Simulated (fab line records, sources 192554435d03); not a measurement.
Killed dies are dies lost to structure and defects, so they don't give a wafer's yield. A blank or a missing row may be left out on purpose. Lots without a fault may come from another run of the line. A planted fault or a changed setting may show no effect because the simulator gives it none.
fab line records | flow n5_finfet
record lots=4 wafers=12 last_day=18
route steps=1938 shown BEOL_M4@1099 BEOL_M5@1112 PASSIVATION@1930
lots that met no fault: from a run of the same line without faults
start_h: hours from the record's first day to the start of the lot's first wafer shown | wait_h: hours since the lot's step before | " the same as in the row above | L1.1+2: a row that stands for several wafers | - no value, or no start given | * or withheld: withheld | < > ~ a bound
route shown NAME@n: a module of which the file shows steps, and the number in the route of the first | usual: mean/standard deviation of fault-free wafers | same: alike in all rows | chamber/n: place in a boat | sites: the reading at each site | _std_site: their standard deviation | _edge_site: outer sites' mean less inner sites' | radius_mm: how far each site lies from the wafer's centre | mask NAME#n: copy n | behind: the tool/chamber that last shaped the wafer | hold: why the lot was held/for how many hours/how that ended | device: the transistor (n, p or np) that didn't switch | end of line: the same wafers' tests at the end of the route | a step without rows: its recipe alone | killed: dies lost to structure and defects at the first sort, not the wafer's yield | map: a wafer's dies, x killed, . not, _ none there
set.NAME: the setting as run; set.NAME@STEP: as run at that earlier step | model.NAME: the simulator's own value behind a step, which no gauge read
lots at some steps of the route; a table a step, a row a wafer
services: from which hour (start_h, from the record's first day; less than 0 if before it) a tool's chamber was out of use, for how many hours, and why
## steps
# step N5_BEOL_M4_ANNEAL_95
# recipe temp_c=400 time_s=240 ambient=vacuum
# step N5_BEOL_M4_SPUTTER_96
# recipe material=Cu target_thk_a=45 temp_c=-20 chamber_pressure_pa=0.07 power_w=withheld time_s=8.29
# step N5_BEOL_M4_ECD_50
# recipe material=Cu target_thk_a=3000
# step N5_BEOL_M4_ANNEAL_51
# recipe temp_c=225 time_s=90 ambient=N2
# step N5_BEOL_M4_CMP_52
# recipe stop_on=SiOC t_overpolish_s=6.8 down_force_psi=1 platen_rpm=50 clearing_platen_down_force_psi=1.5 clearing_platen_rpm=50 post_cmp_clean=cu_alkaline target_thk_nm=40 clearing_platen_pad_velocity_m_s=0.99484 pad_velocity_m_s=0.99484
# step N5_BEOL_M4_PRE_CLEAN_60
# recipe gas=NH3/H2 time_s=15 temp_c=* rf_power_w=300
# step N5_BEOL_M4_CO_CAP_55
# recipe material=Co target_thk_a=20 temp_c=200 precursor=CCTBA/H2 pressure_torr=30 time_s=102.1
# step N5_BEOL_M4_PRE_CLEAN_56
# recipe gas=NH3 time_s=15 temp_c=withheld rf_power_w=300
# step N5_BEOL_M4_DEP_57
# recipe material=SiCN target_thk_a=80 temp_c=withheld precursor=3MS/NH3 pressure_torr=3 rf_w=202 time_s=14
# step N5_BEOL_M4_RC_MEAS_101
# usual DIBL_N=36.6/1.1 DIBL_P=36.8/1.6 IOFF_N=0.169/0.024 IOFF_P=0.206/0.028 ION_N=679/9.2 ION_P=462/7 SS_N=71.6/0.57 SS_P=73.3/0.57 VT_N=248.8/2.4 VT_P=-251/3
# columns lot.wafer tool chamber start_h wait_h DIBL_N[mV/V] DIBL_P[mV/V] IOFF_N[nA/um] IOFF_P[nA/um] ION_N[uA/um] ION_P[uA/um] SS_N[mV/dec] SS_P[mV/dec] VT_N[mV] VT_P[mV]
L101.2 prober-02 0 265.74 0.2 37.0 37.1 0.156 0.205 670 462 71.2 73.0 251.5 -250
L101.3 " 0 " " 37.2 37.7 0.157 0.214 666 462 71.8 73.0 250.8 -249
L101.6 " 0 " " 37.5 37.7 0.164 0.223 671 460 71.3 73.7 251.2 -247
L106.1 prober-02 0 299.70 0.0 35.9 35.0 0.155 0.153 684 452 71.2 73.8 250.7 -258
L106.5 " 0 " " 36.9 36.4 0.164 0.167 680 448 72.1 73.6 250.2 -260
L106.6 " 0 " " 37.3 37.0 0.183 0.181 683 455 71.7 73.0 248.9 -257
L107.1 prober-01 0 304.79 0.0 38.7 38.7 0.226 0.232 698 466 72.6 73.9 243.9 -249
L107.3 " 0 " " 38.3 39.5 0.212 0.242 684 466 72.2 74.1 247.3 -249
L107.6 " 0 " " 37.5 36.6 0.187 0.199 677 461 72.4 72.7 248.9 -250
L111.1 prober-02 0 345.10 0.0 35.6 35.8 0.133 0.178 673 458 70.6 73.8 252.9 -253
L111.3 " 0 " " 38.3 38.3 0.183 0.217 687 464 72.0 73.6 245.2 -253
L111.5 " 0 " " 37.6 38.9 0.179 0.229 691 473 71.5 73.2 246.8 -250
# step N5_BEOL_M5_ILD_DEP_00
# recipe material=SiCOH_lowk target_thk_a=1406.4 temp_c=300 precursor=DEMS/porogen pressure_torr=5 rf_w=500 time_s=25.9
# step N5_BEOL_M5_CURE_79
# recipe temp_c=385 time_s=240 ambient=He/Ar material=SiCOH_lowk
# step N5_BEOL_M5_PECVD_70
# recipe material=SiO2 target_thk_a=160 temp_c=400 precursor=TEOS/O2 pressure_torr=5.5 rf_w=450 teos_flow_sccm=53.8 gas=O2 flow_sccm=3000 time_s=18
# step N5_BEOL_M5_HM_DEP_02
# recipe material=TiN target_thk_a=200 temp_c=25 chamber_pressure_pa=0.49996
# step N5_BEOL_M5_COAT_59
# recipe resist=SOC temp_c=250 time_s=60 spin_rpm=1500 resist_thk_nm=60
# step N5_BEOL_M5_COAT_60
# recipe resist=SiARC temp_c=220 time_s=60 spin_rpm=1500 resist_thk_nm=12
# step N5_BEOL_M5_COAT_71
# recipe resist=underlayer temp_c=205 time_s=60 spin_rpm=1500 resist_thk_nm=5
# step N5_BEOL_M5_COAT_05
# recipe resist=CAR-EUV spin_rpm=1500 resist_thk_nm=30
# step N5_BEOL_M5_EBR_07
# recipe solvent=PGMEA ebr_width_mm=1.5
# step N5_BEOL_M5_SOFTBAKE_06
# recipe temp_c=110 time_s=60 resist=CAR-EUV
# step N5_BEOL_M5_EXPOSE_08
# recipe mask_id=M5 na=0.33 source_shape=annular sigma_inner=0.4 sigma_outer=0.8 polarization=unpolarized target_cd_nm=28 dose_mj=35.75
# step N5_BEOL_M5_PEB_09
# recipe peb_temp_c=100 peb_time_s=60 resist=CAR-EUV
# step N5_BEOL_M5_DEVELOP_10
# recipe develop_time_s=30 developer=TMAH resist=CAR-EUV rinse_liquid=surfactant_rinse dry=air_spin dev_temp_c=23
# step N5_BEOL_M5_DESCUM_16
# recipe chemistry=O2 time_s=7 source_power_w=50 bias_power_w=20 pressure_mtorr=20 rf_frequency_hz=2.712e+07 temp_c=40 resist=CAR-EUV o2_flow_sccm=225
# step N5_BEOL_M5_ETCH_72
# recipe chemistry=N2/H2 target=underlayer target_depth_a=65 mask_material=CAR-EUV time_s=5.2 ion_energy_ev=200 pressure_mtorr=30 source_w=840 bias_w=150 n2_flow_sccm=200 h2_flow_sccm=200 ends=cleared
# step N5_BEOL_M5_ETCH_61
# recipe chemistry=CF4 target=SiARC target_depth_a=156 mask_material=CAR-EUV time_s=26 ion_energy_ev=80 pressure_mtorr=40 source_w=545 bias_w=36 Ar_flow_sccm=100 cf4_flow_sccm=100 ends=cleared
# step N5_BEOL_M5_ETCH_62
# recipe chemistry=N2/H2 target=SOC target_depth_a=750 overetch_a=150 mask_material=SiARC temp_c=40 time_s=112.5 ion_energy_ev=200 pressure_mtorr=30 source_w=840 bias_w=150 n2_flow_sccm=200 h2_flow_sccm=200
# step N5_BEOL_M5_STRIP_63
# recipe chemistry=N2/H2 temp_c=40 n2_flow_sccm=200 h2_flow_sccm=200 rf_frequency_hz=6e+07
# step N5_BEOL_M5_STRIP_73
# recipe chemistry=N2/H2 temp_c=40 n2_flow_sccm=200 h2_flow_sccm=200 rf_frequency_hz=6e+07
# step N5_BEOL_M5_STRIP_64
# recipe chemistry=CF4 resist=SiARC power_w=300 bias_power_w=75 pressure_mtorr=50 cf4_flow_sccm=150 rf_frequency_hz=6e+07
# step N5_BEOL_M5_HM_OPEN_17
# recipe chemistry=Cl2/BCl3 target_depth_a=200 overetch_a=60 target=TiN mask_material=SOC ion_energy_ev=150 pressure_mtorr=10 icp_w=1000 bias_w=126 Cl2_flow_sccm=53.25 bcl3_flow_sccm=21.75 Ar_flow_sccm=25
# step N5_BEOL_M5_STRIP_19
# recipe chemistry=O2 power_w=400 temp_c=40 pressure_mtorr=30 rf_frequency_hz=6e+07 bias_power_w=0 overash_fraction=0.2 o2_flow_sccm=225
# step N5_BEOL_M5_COAT_65
# recipe resist=SOC temp_c=250 time_s=60 spin_rpm=1500 resist_thk_nm=60
# step N5_BEOL_M5_COAT_66
# recipe resist=SiARC temp_c=220 time_s=60 spin_rpm=1500 resist_thk_nm=12
# step N5_PASSIVATION_ETCH_54
# recipe chemistry=CHF3/O2 target=SiO2 target_depth_a=8800 CHF3_flow_sccm=50 O2_flow_sccm=5 Ar_flow_sccm=200 time_s=440 mask_material=PR pressure_mtorr=30 source_w=650 bias_w=170 ion_energy_ev=200
# usual drypump_motor_current_A=5.6/0.52 oes_product_au=0.82/0.068 rf_vpp_V=526/5 showerhead_plenum_p_Torr=2.46/0.087 throttle_valve_pct=18.77/0.14
# columns lot.wafer tool chamber start_h wait_h drypump_motor_current_A oes_product_au rf_hours_counter_h rf_vpp_V showerhead_plenum_p_Torr throttle_valve_pct model.etch.depth_nm model.PASSIVATION.feature_depth_nm
L101.2 rie_diel-03 3 373.81 0.1 4.9 0.99 6 528 2.46 18.74 890 890
L101.3 " 0 " " 5.5 0.85 69 522 2.34 18.54 880.4 880.4
L101.6 " 1 " " 6.4 0.78 - 527 2.51 18.85 876.1 876.2
L107.1 rie_diel-01 3 409.66 0.1 6.3 0.79 111 519 2.34 18.93 893.7 893.8
L107.3 " 2 " " 5.3 0.80 102 527 2.53 18.77 873.3 873.4
L107.6 " 0 " " 5.8 0.73 - 524 2.40 18.79 883.2 883.2
L106.1 rie_diel-03 2 410.68 0.1 5.3 0.91 29 528 2.56 18.66 903.3 903.4
L106.5 " 2 " " 5.3 0.91 - 527 2.56 18.68 895.6 895.6
L106.6 " 3 " " 4.8 0.90 - 527 2.46 18.73 699.5 699.6
L111.1 rie_diel-03 2 439.36 0.1 5.3 0.90 38 527 2.56 18.67 893.1 893
L111.3 " 1 " " 6.5 0.73 153 527 2.51 18.90 696.6 696.6
L111.5 " 3 " " 4.9 0.93 - 527 2.45 18.77 888.2 888.2
# step N5_PASSIVATION_PROBE_49
# usual defect_limited_yield=91.1/1.5 killed_at_M0_to_M3=36/11 killed_at_M4_up=14/5.6 killed_at_contacts=11/5.6 killed_at_front_end=40/12 killed_at_other=4/3.2 killed_dies=105/17 killed_on_rim=14/3.4 killed_open=69/12 killed_short=34/8.4 sort_bin_5_function=5.2/0.95 sort_bin_6_memory=3.3/0.63 sort_n_pass=1075/17 sort_yield_pct=91.1/1.5
# same gross_dies=1180 killed_at_back_side=0 sort_bin_4_leakage[%]=0 sort_bin_8_speed[%]=0
# columns lot.wafer tool chamber start_h wait_h defect_limited_yield[%] killed_at_M0_to_M3 killed_at_M4_up killed_at_contacts killed_at_front_end killed_at_other killed_dies killed_on_rim killed_open killed_short sort_bin_5_function[%] sort_bin_6_memory[%] sort_n_pass sort_yield_pct[%]
L101.2 prober-02 - 376.74 0.1 89.6 30 8 12 70 3 123 13 72 51 5.5 4.5 1057 89.6
L101.3 prober-02 - 376.79 0.1 89.4 48 9 15 44 9 125 14 81 43 6.4 4.0 1055 89.4
L101.6 prober-02 - 376.94 0.3 90.0 33 14 10 52 9 118 15 80 35 6.3 3.5 1062 90.0
L106.6 prober-01 - 414.70 0.3 0.2 29 21 19 33 1076 1178 150 74 31 96.5 3.1 2 0.2
L111.3 prober-01 - 443.38 0.1 0.3 37 18 34 42 1046 1177 150 75 57 94.2 4.7 3 0.3
# killed by level:class
L101.2 FIN_SAQP:geometric_particle:short=21 STI_FIN_REVEAL:geometric_particle:open=19 MOL_CONTACT_COAG:geometric_particle:open=11 BEOL_M1:geometric_particle:open=7 FIN_SAQP:geometric_particle:open=6 BEOL_M0_SAQP:geometric_particle:short=6 STI_FIN_REVEAL:geometric_particle:short=5 BEOL_M0_SAQP:geometric_particle:open=5
L101.3 MOL_CONTACT_COAG:geometric_particle:open=15 FIN_SAQP:geometric_particle:short=12 BEOL_M1:geometric_particle:open=12 STI_FIN_REVEAL:geometric_particle:open=10 BEOL_M0_SAQP:geometric_particle:open=9 BEOL_M2:geometric_particle:open=7 FIN_SAQP:geometric_particle:open=6 GATE_CUT:geometric_particle:short=5
L101.6 STI_FIN_REVEAL:geometric_particle:open=23 MOL_CONTACT_COAG:geometric_particle:open=9 BEOL_M2:geometric_particle:open=7 FIN_SAQP:geometric_particle:short=6 BEOL_M3:geometric_particle:open=6 MIM_BOT:geometric_particle:short=5 DUMMY_GATE:geometric_particle:open=5 BEOL_M0_SAQP:geometric_particle:short=5
L106.6 PASSIVATION:area_etch=1073 MOL_CONTACT_COAG:geometric_particle:open=14 BEOL_M4:geometric_particle:open=14 FIN_SAQP:geometric_particle:open=10 BEOL_M0_SAQP:geometric_particle:open=7 MOL_CONTACT_COAG:geometric_particle:short=5 BEOL_M0_SAQP:geometric_particle:short=5 DUMMY_GATE:geometric_particle:open=4
L111.3 PASSIVATION:area_etch=1044 MOL_CONTACT_COAG:geometric_particle:open=24 BEOL_M4:geometric_particle:open=13 STI_FIN_REVEAL:geometric_particle:open=12 FIN_SAQP:geometric_particle:short=10 BEOL_M0_SAQP:geometric_particle:short=10 MOL_CONTACT_COAG:geometric_particle:short=10 BEOL_M0_SAQP:geometric_particle:open=7
# map L106.6 (x killed, . not)
_________________xxxxxxxxxxxx________________
______________x.xxxxxxxxxxxxxxxx_____________
___________xxxxxxxxxxxxxxxxxxxxxxxx__________
__________xxxxxxxxxxxxxxxxxxxxxxxxxx_________
________xxxxxxxxxxxxxxxxxxxxxxxxxxxxxx_______
_______xxxxxxxxxxxxxxxxxxxxxxxxxxxxxxxx______
______xxxxxxxxxxxxxxxxxxxxxxxxxxxxxxxxxx_____
_____xxxxxxxxxxxxxxxxxxxxxxxxxxxxxxxxxxxx____
____xxxxxxxxxxxxxxxxxxxxxxxxxxxxxxxxxxxxxx___
___xxxxxxxxxxxxxxxxxxxxxxxxxxxxxxxxxxxxxxxx__
___xxxxxxxxxxxxxxxxxxxxxxxxxxxxxxxxxxxxxxxx__
__xxxxxxxxxxxxxxxxxxxxxxxxxxxxxxxxxxxxxxxxxx_
__xxxxxxxxxxxxxxxxxxxxxxxxxxxxxxxxxxxxxxxxxx_
_xxxxxxxxxxxxxxxxxxxxxxxxxxxxxxxxxxxxxxxxxxxx
_xxxxxxxxxxxxxxxxxxxxxxxxxxxxxxxxxxxxxxxxxxxx
_xxxxxxxxxxxxxxxxxxxxxxxxxxxxxxxxxxxxxxxxxxxx
_xxxxxxxxxxxxxxxxxxxxxxxxxxxxxxxxxxxxxxxxxxxx
_xxxxxxxxxxxxxxxxxxxxxxxxxxxxxxxxxxxxxxxxxxxx
_xxxxxxxxxxxxxxxxxxxxxxxxxxxxxxxxxxxxxxxxxxxx
_xxxxxxxxxxxxxxxxxxxxxxxxxxxxxxxxxxxxxxxxxxxx
_xxxxxxxxxxxxxxxxxxxxxxxxxxxxxxxxxxxxxxxxxxxx
__xxxxxxxxxxxxxxxxxxxxxxxxxxxxxxxxxxxxxxxxxx_
__xxxxxxxxxxxxxxxxxxxxxxxxxxxxxxxxxxxxxxxxxx_
___xxxxxxxxxxxxxxxxxxxxxxxxxxxxxxxxxxxxxxxx__
___xxxxxxxxxxxxxxxxxxxxxxxxxxxxxxxxxxxxxxxx__
____xxxxxxxxxxxxxxxxxxxxxxxxxxxxxxxxxxxxxx___
_____xxxxxxxxxxxxxxxxxxxxxxxxxxxxxxxxxxxx____
______xxxxxxxxxxxxxxxxxxxxxxxxxxxxxxxxxx_____
_______xxxxxxxxxxxxxxxxxxxxxxxxxxxxxxxx______
________xxxxxxxxxxxxxxxxxxxxxxxxxxxxxx_______
__________xxxxxxxxxxxxxxxxxxxxxxxxxx_________
___________xxxxxxxxxxxxxxxxxxxxxxxx__________
______________.xxxxxxxxxxxxxxxxx_____________
_________________xxxxxxxxxxxx________________
# map L111.3 (x killed, . not)
_________________xxxxxxx.xxxx________________
______________xxxxxxxxxxxxxxxxxx_____________
___________xxxxxxxxxxxxxxxx.xxxxxxx__________
__________xxxxxxxxxxxxxxxxxxxxxxxxxx_________
________xxxxxxxxxxxxxxxxxxxxxxxxxxxxxx_______
_______xxxxxxxxxxxxxxxxxxxxxxxxxxxxxxxx______
______xxxxxxxxxxxxxxxxxxxxxxxxxxxxxxxxxx_____
_____xxxxxxxxxxxxxxxxxxxxxxxxxxxxxxxxxxxx____
____xxxxxxxxxxxxxxxxxxxxxxxxxxxxxxxxxxxxxx___
___.xxxxxxxxxxxxxxxxxxxxxxxxxxxxxxxxxxxxxxx__
___xxxxxxxxxxxxxxxxxxxxxxxxxxxxxxxxxxxxxxxx__
__xxxxxxxxxxxxxxxxxxxxxxxxxxxxxxxxxxxxxxxxxx_
__xxxxxxxxxxxxxxxxxxxxxxxxxxxxxxxxxxxxxxxxxx_
_xxxxxxxxxxxxxxxxxxxxxxxxxxxxxxxxxxxxxxxxxxxx
_xxxxxxxxxxxxxxxxxxxxxxxxxxxxxxxxxxxxxxxxxxxx
_xxxxxxxxxxxxxxxxxxxxxxxxxxxxxxxxxxxxxxxxxxxx
_xxxxxxxxxxxxxxxxxxxxxxxxxxxxxxxxxxxxxxxxxxxx
_xxxxxxxxxxxxxxxxxxxxxxxxxxxxxxxxxxxxxxxxxxxx
_xxxxxxxxxxxxxxxxxxxxxxxxxxxxxxxxxxxxxxxxxxxx
_xxxxxxxxxxxxxxxxxxxxxxxxxxxxxxxxxxxxxxxxxxxx
_xxxxxxxxxxxxxxxxxxxxxxxxxxxxxxxxxxxxxxxxxxxx
__xxxxxxxxxxxxxxxxxxxxxxxxxxxxxxxxxxxxxxxxxx_
__xxxxxxxxxxxxxxxxxxxxxxxxxxxxxxxxxxxxxxxxxx_
___xxxxxxxxxxxxxxxxxxxxxxxxxxxxxxxxxxxxxxxx__
___xxxxxxxxxxxxxxxxxxxxxxxxxxxxxxxxxxxxxxxx__
____xxxxxxxxxxxxxxxxxxxxxxxxxxxxxxxxxxxxxx___
_____xxxxxxxxxxxxxxxxxxxxxxxxxxxxxxxxxxxx____
______xxxxxxxxxxxxxxxxxxxxxxxxxxxxxxxxxx_____
_______xxxxxxxxxxxxxxxxxxxxxxxxxxxxxxxx______
________xxxxxxxxxxxxxxxxxxxxxxxxxxxxxx_______
__________xxxxxxxxxxxxxxxxxxxxxxxxxx_________
___________xxxxxxxxxxxxxxxxxxxxxxxx__________
______________xxxxxxxxxxxxxxxxxx_____________
_________________xxxxxxxxxxxx________________
## services
# columns tool chamber start_h hours kind
rie_diel-03 - 353.27 4.3 pm
## key
first_sign step=N5_PASSIVATION_PROBE_49 reading=killed_at_other direction=up sigmas=99+ usual=4 struck=1061
effect step=N5_PASSIVATION_PROBE_49 reading=sort_bin_5_function direction=up sigmas=95 usual=5.2 struck=95.4
model_effect step=N5_PASSIVATION_ETCH_54 value=etch.depth_nm without=884.1 struck=698
more_kills_born_at N5_PASSIVATION_ETCH_54@rie_diel-03=2117
met_at N5_PASSIVATION_ETCH_54
struck_wafers L106.6,L111.3
later_rows_left_out L106.6,L111.3
onset_between 373.81 410.68
fault kind=process_parameter_drift tool=rie_diel-03 chamber=- onset_h=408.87 steps=N5_PASSIVATION_ETCH_54 channel=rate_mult offset=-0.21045 shape=step end_h=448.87 scope=struck_wafers_only
# later_rows_left_out: the simulator's readings of these wafers behind a module that went badly wrong aren't trusted and aren't shown, but for the sort
